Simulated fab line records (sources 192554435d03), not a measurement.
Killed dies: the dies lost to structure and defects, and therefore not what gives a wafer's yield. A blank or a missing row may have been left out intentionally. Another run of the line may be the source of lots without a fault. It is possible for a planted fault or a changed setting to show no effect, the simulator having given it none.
fab line records	flow n5-finfet
[record] lots = 24	wafers = 72	last-day = 19
route steps=1938 shown BEOL_M7@1286 BEOL_M8@1335
lots untouched by any fault: they come from a run of this same line in which no faults occurred
start-h: start of the lot's first displayed wafer, in hours after the record's first day	wait-h: time in hours since the lot's previous step	" as in the row above	L1.1+2: a single row standing in for several wafers	- no value, or no start given	* or withheld: withheld	< > ~ a bound
route shown NAME@n: NAME is a module with steps in the file, n the number in the route of the first one	usual: mean/standard deviation taken from wafers without a fault	same: alike in all rows	chamber/n: place in a boat	sites: readings site by site	_std_site: standard deviation across them	_edge_site: the outer-site mean with the inner-site mean subtracted	radius-mm: how far each site lies from the wafer's centre	mask NAME#n: copy n	behind: the tool/chamber that last shaped the wafer	hold: the reason the lot was held/the length of the hold in hours/how it ended	device: whichever transistor did not switch (one of n, p or np)	end of line: the route-end tests of the same wafers	where a step has no rows: the recipe by itself	killed: count of dies lost to structure and defects at first sort (not the wafer's yield)	map: dies across one wafer; x = killed, . = not, _ = none there
set.NAME: the setting as run; set.NAME@STEP: as run at that earlier step	model.NAME: the simulator's own value behind a step, which no gauge read
one table for each step of the route and one row for each wafer, over a sample of lots
services: when a tool's chamber went out of use (start-h, in hours from the record's first day, below 0 if earlier), for how many hours, and the reason
[[steps]]
[step N5_BEOL_M7_CD_MEAS_18]
[recipe] pitch-nm = 80	target-cd-nm = 40
[usual] cd-nm = 40.3/0.79
lot.wafer	tool	chamber	start-h	wait-h	cd-nm
L075.1	cd-sem-02	-	218.83	0.0	39.6
L075.2	"	-	"	"	41.1
L075.6	"	-	"	"	40.5
L077.1	cd-sem-01	-	228.54	0.0	41.0
L077.2	"	-	"	"	40.8
L077.3	"	-	"	"	41.0
L074.4	cd-sem-01	-	231.34	0.0	39.8
L074.5	"	-	"	"	38.7
L074.6	"	-	"	"	39.3
L076.3	cd-sem-03	-	231.47	0.1	40.2
L076.4	"	-	"	"	40.4
L076.6	"	-	"	"	40.7
L079.1	cd-sem-03	-	253.45	0.0	40.6
L079.3	"	-	"	"	41.6
L079.4	"	-	"	"	40.3
L078.2	cd-sem-03	-	256.06	0.1	39.8
L078.3	"	-	"	"	38.5
L078.6	"	-	"	"	39.6
L081.1	cd-sem-03	-	263.18	0.0	39.8
L081.4	"	-	"	"	40.4
L081.5	"	-	"	"	40.7
L080.1	cd-sem-01	-	270.35	0.0	40.5
L080.4	"	-	"	"	40.6
L080.5	"	-	"	"	40.0
L083.2	cd-sem-03	-	284.67	0.1	41.6
L083.5	"	-	"	"	40.9
L083.6	"	-	"	"	40.1
L084.1	cd-sem-03	-	293.91	0.1	39.6
L084.3	"	-	"	"	39.2
L084.6	"	-	"	"	39.4
L082.1	cd-sem-03	-	294.09	0.0	41.3
L082.3	"	-	"	"	39.7
L082.4	"	-	"	"	40.3
L085.2	cd-sem-03	-	296.36	0.1	39.1
L085.4	"	-	"	"	40.9
L085.5	"	-	"	"	39.6
L086.1	cd-sem-03	-	299.48	0.0	40.4
L086.2	"	-	"	"	41.0
L086.3	"	-	"	"	40.4
L087.1	cd-sem-01	-	302.82	0.0	40.8
L087.4	"	-	"	"	41.5
L087.5	"	-	"	"	40.8
L088.1	cd-sem-03	-	319.85	0.1	40.1
L088.4	"	-	"	"	39.8
L088.5	"	-	"	"	39.8
L090.2	cd-sem-02	-	324.02	0.1	40.9
L090.3	"	-	"	"	40.7
L090.6	"	-	"	"	40.1
L089.1	cd-sem-01	-	324.44	0.0	40.6
L089.3	"	-	"	"	40.9
L089.6	"	-	"	"	41.2
L091.4	cd-sem-02	-	328.26	0.1	41.5
L091.5	"	-	"	"	42.0
L091.6	"	-	"	"	40.6
L092.1	cd-sem-01	-	335.32	0.0	41.0
L092.3	"	-	"	"	40.4
L092.6	"	-	"	"	40.6
L093.2	cd-sem-03	-	335.46	0.1	40.6
L093.4	"	-	"	"	41.4
L093.6	"	-	"	"	41.2
L097.2	cd-sem-02	-	344.05	0.1	38.8
L097.4	"	-	"	"	39.9
L097.6	"	-	"	"	38.7
L094.4	cd-sem-03	-	353.48	0.1	39.0
L094.5	"	-	"	"	39.7
L094.6	"	-	"	"	39.3
L095.1	cd-sem-01	-	359.29	0.0	39.0
L095.2	"	-	"	"	39.7
L095.4	"	-	"	"	39.0
L096.2	cd-sem-01	-	364.28	0.1	40.5
L096.5	"	-	"	"	40.5
L096.6	"	-	"	"	40.3
[step N5_BEOL_M7_CD_MEAS_28]
[recipe] target-cd-nm = 40	landing-energy-ev = 500	detector = se-inlens
[usual] cd-nm = 40.08/0.27
lot.wafer	tool	chamber	start-h	wait-h	cd-nm
L075.1	cd-sem-01	0	222.04	-	40.07
L075.2	"	0	"	"	40.32
L075.6	"	0	"	"	39.82
L077.1	cd-sem-03	0	229.04	-	40.08
L077.2	"	0	"	"	39.60
L077.3	"	0	"	"	40.18
L074.4	cd-sem-03	0	233.02	-	39.96
L074.5	"	0	"	"	40.20
L074.6	"	0	"	"	40.46
L076.3	cd-sem-03	0	233.06	-	39.65
L076.4	"	0	"	"	39.92
L076.6	"	0	"	"	40.03
L079.1	cd-sem-03	0	254.02	-	40.61
L079.3	"	0	"	"	40.17
L079.4	"	0	"	"	40.37
L078.2	cd-sem-01	0	257.73	-	40.26
L078.3	"	0	"	"	40.60
L078.6	"	0	"	"	39.95
L081.1	cd-sem-02	0	264.86	-	40.30
L081.4	"	0	"	"	40.18
L081.5	"	0	"	"	40.05
L080.1	cd-sem-02	0	270.93	-	40.36
L080.4	"	0	"	"	39.98
L080.5	"	0	"	"	40.05
L083.2	cd-sem-02	0	287.64	-	40.51
L083.5	"	0	"	"	40.17
L083.6	"	0	"	"	40.08
L084.1	cd-sem-02	0	294.46	-	39.83
L084.3	"	0	"	"	39.82
L084.6	"	0	"	"	40.40
L082.1	cd-sem-01	0	294.50	-	40.05
L082.3	"	0	"	"	39.43
L082.4	"	0	"	"	39.73
L085.2	cd-sem-01	0	297.59	-	40.45
L085.4	"	0	"	"	40.12
L085.5	"	0	"	"	40.00
L086.1	cd-sem-01	0	301.09	-	40.01
L086.2	"	0	"	"	40.02
L086.3	"	0	"	"	39.52
L087.1	cd-sem-02	0	303.21	-	40.11
L087.4	"	0	"	"	40.08
L087.5	"	0	"	"	40.07
L088.1	cd-sem-03	0	320.17	-	39.63
L088.4	"	0	"	"	40.27
L088.5	"	0	"	"	39.82
L090.2	cd-sem-01	0	326.07	-	39.98
L090.3	"	0	"	"	39.60
L090.6	"	0	"	"	39.89
L089.1	cd-sem-03	0	326.28	-	40.10
L089.3	"	0	"	"	40.07
L089.6	"	0	"	"	40.22
L091.4	cd-sem-01	0	328.58	-	39.77
L091.5	"	0	"	"	40.22
L091.6	"	0	"	"	40.29
L093.2	cd-sem-03	0	337.37	-	39.65
L093.4	"	0	"	"	40.56
L093.6	"	0	"	"	40.06
L092.1	cd-sem-02	0	337.54	-	40.01
L092.3	"	0	"	"	40.34
L092.6	"	0	"	"	40.16
L097.2	cd-sem-02	0	346.50	-	39.95
L097.4	"	0	"	"	39.61
L097.6	"	0	"	"	40.03
L094.4	cd-sem-02	0	357.99	-	39.68
L094.5	"	0	"	"	39.96
L094.6	"	0	"	"	39.81
L095.1	cd-sem-03	0	360.98	-	39.56
L095.2	"	0	"	"	39.94
L095.4	"	0	"	"	40.69
L096.2	cd-sem-02	0	365.21	-	40.59
L096.5	"	0	"	"	40.38
L096.6	"	0	"	"	39.89
[step N5_BEOL_M7_DESCUM_33]
[recipe] chemistry = O2	time-s = 7	source-power-w = 50	bias-power-w = 20	pressure-mtorr = 20	rf-frequency-hz = 2.712e+07	temp-c = 40	resist = CAR-EUV	o2-flow-sccm = 225
[usual] drypump-motor-current-A = 5.4/0.34	o2-flow-sccm = 225.1/0.7	oes-product-au = 0.81/0.087	rf-vpp-V = 242.9/1.2	showerhead-plenum-p-Torr = 2.07/0.054	throttle-valve-pct = 20.39/0.28
lot.wafer	tool	chamber	start-h	wait-h	drypump-motor-current-A	o2-flow-sccm	oes-product-au	rf-hours-counter-h	rf-vpp-V	showerhead-plenum-p-Torr	throttle-valve-pct
L075.1	rie-diel-06	3	222.24	0.1	4.9	225.2	0.71	193	244.1	2.05	20.38
L075.2	"	0	"	"	5.5	224.6	0.73	191	241.2	1.99	20.92
L075.6	"	0	"	"	5.5	225.1	0.73	-	243.1	1.99	20.92
L077.1	rie-diel-06	3	229.48	0.3	4.9	224.9	0.71	195	242.1	2.05	20.39
L077.2	"	0	"	"	5.5	225.2	0.72	193	241.9	1.99	20.91
L077.3	"	1	"	"	5.7	225.6	0.69	248	242.7	2.05	20.30
L074.4	rie-diel-04	1	233.14	0.0	5.6	224.7	1.00	2	243.3	2.15	20.45
L074.5	"	1	"	"	5.6	223.9	0.99	-	243.5	2.15	20.45
L074.6	"	0	"	"	5.3	226.9	0.68	-	244.3	2.14	20.88
L076.3	rie-diel-06	1	233.56	0.4	5.8	224.2	0.69	250	243.2	2.05	20.29
L076.4	"	3	"	"	4.9	226.2	0.71	196	242.5	2.05	20.38
L076.6	"	3	"	"	4.9	225.7	0.71	-	242.5	2.05	20.37
L079.1	rie-diel-06	0	254.14	0.0	5.5	224.6	0.72	203	241.4	1.99	20.92
L079.3	"	2	"	"	5.3	224.8	0.82	76	242.6	2.13	20.19
L079.4	"	2	"	"	5.4	223.8	0.82	-	243.8	2.13	20.17
L078.2	rie-diel-04	3	257.93	0.1	5.2	225.3	0.89	34	240.9	2.05	20.32
L078.3	"	2	"	"	5.6	225.2	0.72	170	241.0	1.99	20.31
L078.6	"	1	"	"	5.6	224.9	0.95	-	244.8	2.14	20.47
L081.1	rie-diel-06	3	265.27	0.3	4.9	224.8	0.70	209	242.7	2.04	20.39
L081.4	"	2	"	"	5.3	224.0	0.81	80	242.0	2.13	20.20
L081.5	"	1	"	"	5.8	225.6	0.96	-	245.5	2.04	19.89
L080.1	rie-diel-06	1	271.05	0.0	5.8	225.7	0.96	5	243.1	2.04	19.90
L080.4	"	2	"	"	5.3	226.0	0.82	82	243.0	2.13	20.19
L080.5	"	0	"	"	5.5	225.2	0.70	-	239.8	1.99	20.93
L083.2	rie-diel-04	1	287.76	0.0	5.6	224.3	0.91	26	244.5	2.14	20.50
L083.5	"	1	"	"	5.6	225.6	0.91	-	244.0	2.14	20.49
L083.6	"	0	"	"	5.3	224.6	0.92	-	244.7	2.14	20.51
L084.1	rie-diel-04	3	294.58	0.0	5.2	224.1	0.85	51	241.5	2.04	20.37
L084.3	"	1	"	"	5.6	226.1	0.91	29	243.2	2.14	20.49
L084.6	"	3	"	"	5.2	224.4	0.86	-	242.4	2.04	20.35
L082.1	rie-diel-06	3	294.62	0.0	4.9	223.2	0.70	219	242.2	2.04	20.41
L082.3	"	2	"	"	5.3	224.8	0.80	90	244.2	2.13	20.20
L082.4	"	3	"	"	4.9	225.0	0.70	-	242.6	2.04	20.41
L085.2	rie-diel-06	0	297.71	0.0	5.5	224.7	0.71	211	242.3	1.99	20.92
L085.4	"	1	"	"	5.8	225.6	0.93	14	243.7	2.04	19.89
L085.5	"	0	"	"	5.5	224.1	0.71	-	241.0	1.99	20.94
L086.1	rie-diel-06	1	301.46	0.3	5.7	224.7	0.92	16	242.9	2.04	19.90
L086.2	"	3	"	"	4.9	224.8	0.69	221	243.0	2.04	20.41
L086.3	"	0	"	"	5.5	224.0	0.71	212	242.5	1.99	20.95
L087.1	rie-diel-01	1	303.38	0.1	5.7	224.9	0.74	191	244.2	2.17	20.58
L087.4	"	2	"	"	5.1	224.9	0.82	107	244.7	2.09	20.36
L087.5	"	0	"	"	6.4	225.8	0.88	-	242.4	2.04	20.02
L088.1	rie-diel-04	0	320.36	0.1	5.3	226.8	0.90	21	244.7	2.13	20.51
L088.4	"	1	"	"	5.6	225.3	0.89	-	243.0	2.13	20.50
L088.5	"	0	"	"	5.3	225.6	0.91	-	244.3	2.13	20.53
L090.2	rie-diel-04	0	326.20	0.0	5.3	224.4	0.89	23	244.6	2.13	20.50
L090.3	"	1	"	"	5.6	226.2	0.88	41	244.3	2.13	20.50
L090.6	"	3	"	"	5.2	224.9	0.85	-	241.5	2.04	20.38
L089.1	rie-diel-01	2	326.59	0.2	5.1	225.0	0.80	114	243.9	2.08	20.38
L089.3	"	1	"	"	5.8	225.3	0.74	199	244.2	2.17	20.57
L089.6	"	2	"	"	5.1	225.0	0.82	-	243.1	2.08	20.36
L091.4	rie-diel-04	1	328.72	0.0	5.6	224.7	0.89	-	243.0	2.13	20.52
L091.5	"	3	"	"	5.1	223.9	0.84	-	242.6	2.04	20.38
L091.6	"	0	"	"	5.3	225.1	0.89	-	242.6	2.13	20.52
L093.2	rie-diel-06	2	337.71	0.3	5.3	225.1	0.78	102	242.8	2.12	20.23
L093.4	"	1	"	"	5.8	224.9	0.90	26	242.7	2.04	19.91
L093.6	"	1	"	"	5.7	226.0	0.89	-	243.2	2.04	19.92
L092.1	rie-diel-01	0	337.76	0.1	6.4	225.0	0.86	55	241.8	2.04	20.03
L092.3	"	2	"	"	5.1	224.4	0.81	119	243.5	2.08	20.38
L092.6	"	1	"	"	5.8	225.8	0.73	-	244.6	2.17	20.59
L097.2	rie-diel-01	2	346.63	0.0	5.1	225.9	0.80	122	243.9	2.08	20.38
L097.4	"	1	"	"	5.7	225.1	0.74	206	244.3	2.16	20.59
L097.6	"	2	"	"	5.1	225.3	0.79	-	244.1	2.08	20.38
L094.4	rie-diel-06	0	358.13	0.0	5.5	224.1	0.70	-	241.5	1.98	20.95
L094.5	"	3	"	"	4.9	226.0	0.69	-	243.7	2.03	20.43
L094.6	"	2	"	"	5.4	225.6	0.79	-	244.2	2.12	20.24
L095.1	rie-diel-01	1	361.10	0.0	5.7	226.3	0.72	209	244.2	2.16	20.60
L095.2	"	0	"	"	6.3	223.6	0.86	60	241.9	2.03	20.05
L095.4	"	2	"	"	5.1	225.4	0.79	126	241.2	2.08	20.38
L096.2	rie-diel-06	1	365.33	0.0	5.8	223.8	0.88	32	243.0	2.03	19.93
L096.5	"	3	"	"	4.9	224.8	0.68	-	242.6	2.03	20.44
L096.6	"	2	"	"	5.3	226.2	0.79	-	243.6	2.12	20.24
[step N5_BEOL_M7_ETCH_72]
[recipe] chemistry = N2/H2	target = underlayer	target-depth-a = 65	mask-material = CAR-EUV	time-s = 5.2	ion-energy-ev = 200	pressure-mtorr = 30	source-w = 840	bias-w = 150	n2-flow-sccm = 200	h2-flow-sccm = 200	ends = cleared
[usual] bias-w = 150.0/0.42	drypump-motor-current-A = 5.4/0.34	etch-rf-on-time-s = 5.14/0.15	oes-product-au = 0.69/0.075	rf-vpp-V = 523.3/2.2	showerhead-plenum-p-Torr = 2.52/0.066	throttle-valve-pct = 17.9/0.36
lot.wafer	tool	chamber	start-h	wait-h	bias-w	drypump-motor-current-A	etch-rf-on-time-s	oes-product-au	rf-hours-counter-h	rf-vpp-V	showerhead-plenum-p-Torr	throttle-valve-pct
L075.1	rie-diel-06	3	222.27	0.0	149.3	4.9	5.23	0.61	193	524.8	2.52	17.9
L075.2	"	0	"	"	150.0	5.5	5.21	0.62	191	520.2	2.42	18.4
L075.6	"	0	"	"	149.5	5.5	5.21	0.62	-	519.6	2.42	18.4
L077.1	rie-diel-06	3	229.51	0.0	149.9	4.9	5.28	0.62	195	522.8	2.52	17.9
L077.2	"	0	"	"	149.9	5.5	5.14	0.62	193	522.0	2.42	18.4
L077.3	"	1	"	"	149.7	5.7	5.03	0.59	248	525.2	2.48	17.7
L074.4	rie-diel-04	1	233.17	0.0	150.3	5.7	4.92	0.86	2	526.1	2.59	17.7
L074.5	"	1	"	"	150.3	5.7	4.93	0.85	-	526.7	2.59	17.7
L074.6	"	0	"	"	150.1	5.3	5.27	0.59	-	528.0	2.63	18.5
L076.3	rie-diel-06	1	233.59	0.0	149.6	5.8	5.05	0.60	250	520.6	2.48	17.7
L076.4	"	3	"	"	150.7	4.9	5.29	0.61	196	523.9	2.52	17.9
L076.6	"	3	"	"	150.1	4.9	5.29	0.61	-	525.0	2.52	17.9
L079.1	rie-diel-06	0	254.18	0.0	149.3	5.5	5.20	0.61	203	520.3	2.42	18.4
L079.3	"	2	"	"	150.0	5.4	5.21	0.70	76	523.6	2.57	17.5
L079.4	"	2	"	"	150.0	5.4	5.19	0.70	-	523.6	2.57	17.5
L078.2	rie-diel-04	3	257.97	0.0	150.3	5.1	4.99	0.76	34	519.2	2.51	17.9
L078.3	"	2	"	"	150.2	5.6	4.89	0.64	170	520.9	2.42	17.9
L078.6	"	1	"	"	151.0	5.7	4.96	0.83	-	526.7	2.59	17.7
L081.1	rie-diel-06	3	265.31	0.0	150.0	4.9	5.28	0.61	209	520.8	2.51	18.0
L081.4	"	2	"	"	150.0	5.4	5.26	0.70	80	526.1	2.57	17.5
L081.5	"	1	"	"	150.1	5.8	5.10	0.84	-	523.7	2.47	17.2
L080.1	rie-diel-06	1	271.08	0.0	149.7	5.7	5.12	0.81	5	522.6	2.47	17.2
L080.4	"	2	"	"	150.1	5.4	5.24	0.70	82	526.7	2.57	17.5
L080.5	"	0	"	"	150.0	5.5	5.17	0.61	-	519.2	2.41	18.4
L083.2	rie-diel-04	1	287.79	0.0	149.6	5.6	4.91	0.80	26	526.2	2.58	17.7
L083.5	"	1	"	"	151.0	5.6	4.98	0.79	-	524.0	2.58	17.7
L083.6	"	0	"	"	150.3	5.3	5.15	0.78	-	523.6	2.62	18.1
L084.1	rie-diel-04	3	294.62	0.0	150.7	5.1	5.00	0.75	51	522.1	2.50	17.9
L084.3	"	1	"	"	150.3	5.7	4.99	0.78	29	525.7	2.58	17.7
L084.6	"	3	"	"	150.1	5.2	5.04	0.73	-	523.0	2.50	17.9
L082.1	rie-diel-06	3	294.66	0.0	149.5	4.9	5.32	0.60	219	524.8	2.51	17.9
L082.3	"	2	"	"	149.5	5.3	5.29	0.69	90	524.7	2.56	17.5
L082.4	"	3	"	"	149.9	4.9	5.30	0.60	-	525.2	2.51	18.0
L085.2	rie-diel-06	0	297.75	0.0	150.2	5.5	5.26	0.60	211	521.6	2.41	18.4
L085.4	"	1	"	"	149.8	5.8	5.14	0.78	14	522.7	2.47	17.3
L085.5	"	0	"	"	150.1	5.5	5.27	0.59	-	517.9	2.41	18.4
L086.1	rie-diel-06	1	301.49	0.0	149.6	5.8	5.05	0.80	16	524.1	2.47	17.3
L086.2	"	3	"	"	150.0	4.9	5.25	0.60	221	525.9	2.51	18.0
L086.3	"	0	"	"	150.5	5.5	5.17	0.61	212	522.1	2.41	18.4
L087.1	rie-diel-01	1	303.42	0.0	149.5	5.8	5.42	0.62	191	525.9	2.63	18.0
L087.4	"	2	"	"	149.5	5.1	4.75	0.72	107	523.0	2.56	18.0
L087.5	"	0	"	"	149.9	6.4	5.24	0.74	-	521.7	2.44	17.2
L088.1	rie-diel-04	0	320.39	0.0	150.2	5.3	5.24	0.76	21	528.5	2.62	18.1
L088.4	"	1	"	"	150.1	5.6	5.01	0.76	-	525.7	2.58	17.8
L088.5	"	0	"	"	150.0	5.3	5.23	0.76	-	522.6	2.62	18.1
L090.2	rie-diel-04	0	326.23	0.0	150.2	5.3	5.31	0.75	23	523.8	2.61	18.1
L090.3	"	1	"	"	150.4	5.7	5.05	0.76	41	523.5	2.57	17.7
L090.6	"	3	"	"	150.6	5.2	5.09	0.72	-	522.6	2.49	17.9
L089.1	rie-diel-01	2	326.63	0.0	149.4	5.1	4.81	0.71	114	523.7	2.56	18.0
L089.3	"	1	"	"	149.6	5.8	5.48	0.62	199	526.3	2.63	18.0
L089.6	"	2	"	"	149.8	5.1	4.84	0.72	-	523.8	2.56	18.1
L091.4	rie-diel-04	1	328.74	0.0	149.8	5.6	5.00	0.77	-	525.1	2.57	17.8
L091.5	"	3	"	"	149.9	5.1	5.03	0.73	-	520.3	2.49	17.9
L091.6	"	0	"	"	150.1	5.3	5.17	0.76	-	524.9	2.61	18.1
L093.2	rie-diel-06	2	337.75	0.0	150.3	5.3	5.30	0.67	102	523.8	2.56	17.6
L093.4	"	1	"	"	149.6	5.8	5.05	0.77	26	522.9	2.46	17.3
L093.6	"	1	"	"	149.7	5.8	5.07	0.77	-	519.3	2.47	17.3
L092.1	rie-diel-01	0	337.80	0.0	149.6	6.3	5.24	0.73	55	521.7	2.44	17.2
L092.3	"	2	"	"	149.3	5.1	4.84	0.70	119	525.2	2.56	18.1
L092.6	"	1	"	"	149.3	5.8	5.53	0.61	-	526.6	2.63	18.1
L097.2	rie-diel-01	2	346.66	0.0	150.0	5.1	4.81	0.69	122	524.2	2.55	18.0
L097.4	"	1	"	"	150.7	5.8	5.48	0.61	206	527.5	2.62	18.0
L097.6	"	2	"	"	149.9	5.1	4.84	0.69	-	522.5	2.55	18.1
L094.4	rie-diel-06	0	358.15	0.0	150.4	5.5	5.17	0.58	-	519.5	2.40	18.5
L094.5	"	3	"	"	149.6	4.9	5.23	0.60	-	521.4	2.50	18.0
L094.6	"	2	"	"	150.6	5.3	5.23	0.67	-	523.8	2.56	17.5
L095.1	rie-diel-01	1	361.13	0.0	149.8	5.7	5.40	0.60	209	524.6	2.62	18.0
L095.2	"	0	"	"	149.7	6.3	5.21	0.71	60	522.1	2.44	17.3
L095.4	"	2	"	"	149.4	5.1	4.79	0.70	126	523.9	2.55	18.1
L096.2	rie-diel-06	1	365.37	0.0	150.9	5.7	5.08	0.75	32	521.4	2.46	17.3
L096.5	"	3	"	"	149.7	4.9	5.31	0.59	-	523.3	2.50	18.0
L096.6	"	2	"	"	150.8	5.3	5.28	0.67	-	521.5	2.56	17.5
[step N5_BEOL_M7_SURFACE_TREAT_79]
[recipe] gas = Ar	time-s = *	ion-energy-ev = *	ion-current-ma-cm2 = 0.5	pressure-mtorr = *	ar-flow-sccm = 30
[usual] throttle-valve-pct = *
lot.wafer	tool	chamber	start-h	wait-h	throttle-valve-pct
L075.1	pvd-sputter-03	-	224.46	0.2	*
L075.2	"	-	"	"	*
L075.6	"	-	"	"	*
L077.1	pvd-sputter-03	-	231.08	0.2	*
L077.2	"	-	"	"	*
L077.3	"	-	"	"	*
L074.4	pvd-sputter-01	-	234.53	0.2	*
L074.5	"	-	"	"	*
L074.6	"	-	"	"	*
L076.3	pvd-sputter-03	-	235.25	0.3	*
L076.4	"	-	"	"	*
L076.6	"	-	"	"	*
L079.1	pvd-sputter-03	-	255.93	0.2	*
L079.3	"	-	"	"	*
L079.4	"	-	"	"	*
L078.2	pvd-sputter-01	-	259.40	0.2	*
L078.3	"	-	"	"	*
L078.6	"	-	"	"	*
L081.1	pvd-sputter-02	-	266.78	0.2	*
L081.4	"	-	"	"	*
L081.5	"	-	"	"	*
L080.1	pvd-sputter-01	-	272.83	0.2	*
L080.4	"	-	"	"	*
L080.5	"	-	"	"	*
L083.2	pvd-sputter-02	-	289.36	0.2	*
L083.5	"	-	"	"	*
L083.6	"	-	"	"	*
L084.1	pvd-sputter-02	-	296.34	0.3	*
L084.3	"	-	"	"	*
L084.6	"	-	"	"	*
L082.1	pvd-sputter-03	-	297.85	1.4	*
L082.3	"	-	"	"	*
L082.4	"	-	"	"	*
L085.2	pvd-sputter-03	-	299.04	0.2	*
L085.4	"	-	"	"	*
L085.5	"	-	"	"	*
L086.1	pvd-sputter-01	-	302.96	0.2	*
L086.2	"	-	"	"	*
L086.3	"	-	"	"	*
L087.1	pvd-sputter-03	-	305.94	0.2	*
L087.4	"	-	"	"	*
L087.5	"	-	"	"	*
L088.1	pvd-sputter-02	-	322.00	0.2	*
L088.4	"	-	"	"	*
L088.5	"	-	"	"	*
L090.2	pvd-sputter-02	-	327.95	0.2	*
L090.3	"	-	"	"	*
L090.6	"	-	"	"	*
L089.1	pvd-sputter-01	-	327.98	0.2	*
L089.3	"	-	"	"	*
L089.6	"	-	"	"	*
L091.4	pvd-sputter-02	-	330.55	0.2	*
L091.5	"	-	"	"	*
L091.6	"	-	"	"	*
L093.2	pvd-sputter-01	-	339.75	0.3	*
L093.4	"	-	"	"	*
L093.6	"	-	"	"	*
L092.1	pvd-sputter-02	-	339.84	0.2	*
L092.3	"	-	"	"	*
L092.6	"	-	"	"	*
L097.2	pvd-sputter-02	-	348.39	0.2	*
L097.4	"	-	"	"	*
L097.6	"	-	"	"	*
L094.4	pvd-sputter-03	-	359.67	0.2	*
L094.5	"	-	"	"	*
L094.6	"	-	"	"	*
L095.1	pvd-sputter-03	-	363.03	0.2	*
L095.2	"	-	"	"	*
L095.4	"	-	"	"	*
L096.2	pvd-sputter-03	-	367.13	0.3	*
L096.5	"	-	"	"	*
L096.6	"	-	"	"	*
[step N5_BEOL_M8_PECVD_70]
[recipe] material = SiO2	target-thk-a = 200	temp-c = 400	precursor = TEOS/O2	pressure-torr = 5.5	rf-w = 450	teos-flow-sccm = 53.8	gas = O2	flow-sccm = 3000	time-s = 22.7
[usual] heater-power-w = 751/96	showerhead-plenum-p-Torr = 8.75/0.054	throttle-valve-pct = 22.4/1.2
lot.wafer	tool	chamber	start-h	wait-h	heater-power-w	showerhead-plenum-p-Torr	since-wet-clean-h	throttle-valve-pct
L075.1	pecvd-02	2	226.55	0.0	717	8.75	358	21.6
L075.2	"	1	"	"	754	8.80	1837	22.1
L075.6	"	0	"	"	469	8.67	-	21.8
L077.1	pecvd-02	2	234.23	0.0	741	8.75	365	21.3
L077.2	"	1	"	"	767	8.80	1844	21.8
L077.3	"	0	"	"	577	8.65	1119	21.7
L074.4	pecvd-03	1	236.54	0.1	847	8.68	-	23.9
L074.5	"	0	"	"	840	8.73	-	23.6
L074.6	"	2	"	"	807	8.80	-	20.6
L076.3	pecvd-04	1	237.21	0.0	723	8.73	2029	23.7
L076.4	"	0	"	"	825	8.70	-	21.3
L076.6	"	1	"	"	729	8.74	-	23.7
L079.1	pecvd-03	2	258.56	0.0	737	8.77	27	20.9
L079.3	"	1	"	"	847	8.69	1506	23.8
L079.4	"	1	"	"	851	8.65	-	23.8
L078.2	pecvd-03	2	261.69	0.0	726	8.79	30	20.9
L078.3	"	0	"	"	870	8.74	784	24.1
L078.6	"	0	"	"	852	8.75	-	24.1
L081.1	pecvd-03	1	269.07	0.0	749	8.69	1517	23.8
L081.4	"	0	"	"	748	8.78	-	24.1
L081.5	"	1	"	"	758	8.69	-	23.7
L080.1	pecvd-04	2	275.46	0.0	755	8.85	588	21.9
L080.4	"	2	"	"	767	8.84	-	21.9
L080.5	"	1	"	"	691	8.75	-	23.6
L083.2	pecvd-02	2	292.00	0.0	702	8.76	423	21.5
L083.5	"	0	"	"	512	8.68	-	21.8
L083.6	"	1	"	"	826	8.80	-	21.9
L084.1	pecvd-03	2	299.67	0.0	736	8.81	68	20.9
L084.3	"	0	"	"	722	8.75	822	24.0
L084.6	"	1	"	"	864	8.70	-	23.6
L082.1	pecvd-04	2	300.67	0.0	838	8.87	613	21.7
L082.3	"	1	"	"	650	8.74	2092	23.9
L082.4	"	2	"	"	836	8.85	-	21.9
L085.2	pecvd-03	0	302.53	0.0	868	8.74	825	24.1
L085.4	"	1	"	"	837	8.71	-	23.6
L085.5	"	2	"	"	773	8.78	-	21.0
L086.1	pecvd-04	2	304.95	0.0	729	8.86	617	21.8
L086.2	"	1	"	"	699	8.72	2096	23.7
L086.3	"	0	"	"	750	8.72	1371	21.3
L087.1	pecvd-03	0	309.23	0.0	775	8.73	832	24.0
L087.4	"	2	"	"	822	8.79	-	21.3
L087.5	"	0	"	"	809	8.76	-	23.9
L088.1	pecvd-02	1	324.39	0.0	697	8.79	1935	21.9
L088.4	"	1	"	"	717	8.81	-	21.5
L088.5	"	0	"	"	487	8.70	-	21.6
L090.2	pecvd-03	0	330.40	0.0	719	8.74	853	23.9
L090.3	"	2	"	"	780	8.81	99	21.3
L090.6	"	0	"	"	716	8.76	-	24.3
L089.1	pecvd-02	2	330.95	0.0	647	8.78	462	21.9
L089.3	"	0	"	"	550	8.67	1216	21.7
L089.6	"	1	"	"	843	8.81	-	21.7
L091.4	pecvd-03	1	332.38	0.1	746	8.70	-	23.7
L091.5	"	0	"	"	801	8.74	-	24.1
L091.6	"	2	"	"	816	8.80	-	20.9
L093.2	pecvd-04	1	342.44	0.0	728	8.74	2134	23.9
L093.4	"	2	"	"	799	8.87	-	21.8
L093.6	"	1	"	"	721	8.71	-	23.4
L092.1	pecvd-02	2	343.67	0.0	734	8.76	475	21.7
L092.3	"	0	"	"	568	8.69	1229	21.7
L092.6	"	0	"	"	561	8.71	-	21.8
L097.2	pecvd-02	2	350.72	0.0	734	8.79	482	21.6
L097.4	"	0	"	"	518	8.67	-	22.0
L097.6	"	2	"	"	738	8.78	-	21.6
L094.4	pecvd-03	1	361.99	0.1	719	8.68	-	23.9
L094.5	"	0	"	"	754	8.75	-	24.2
L094.6	"	2	"	"	768	8.80	-	21.3
L095.1	pecvd-03	1	364.98	0.0	830	8.73	1613	24.0
L095.2	"	2	"	"	822	8.81	134	21.3
L095.4	"	1	"	"	855	8.67	-	23.9
L096.2	pecvd-02	0	369.23	0.0	564	8.70	1254	21.9
L096.5	"	0	"	"	564	8.70	-	22.0
L096.6	"	2	"	"	712	8.77	-	21.9
[[services]]
tool	chamber	start-h	hours	kind
rie-diel-04	1	202.99	-	clean
rie-diel-04	1	202.99	-	consumable-replace:focus-ring
rie-diel-04	1	202.99	23.3	scheduled-down
rie-diel-04	1	202.99	23.3	vent-cycle
pecvd-02	-	222.67	1.2	repair
pecvd-02	-	226.05	0.3	repair
rie-diel-01	2	227.08	5.1	repair
rie-diel-06	1	234.66	-	clean
rie-diel-06	1	234.66	-	consumable-replace:focus-ring
rie-diel-06	1	234.66	20.9	scheduled-down
rie-diel-06	1	234.66	20.9	vent-cycle
rie-diel-01	3	236.89	6.2	repair
rie-diel-04	0	247.43	-	clean
rie-diel-04	0	247.43	-	consumable-replace:focus-ring
rie-diel-04	2	263.90	132.0	repair
pecvd-04	0	279.23	9.4	repair
rie-diel-04	0	299.51	10.4	repair
pecvd-04	-	309.12	3.2	repair
pecvd-03	-	332.55	0.9	repair
pecvd-03	-	334.37	1.9	repair
pecvd-04	0	346.67	22.1	repair
rie-diel-04	-	346.82	2.8	pm
rie-diel-06	1	355.26	8.1	repair
rie-diel-04	0	361.54	4.1	repair
[[key]]
fault none
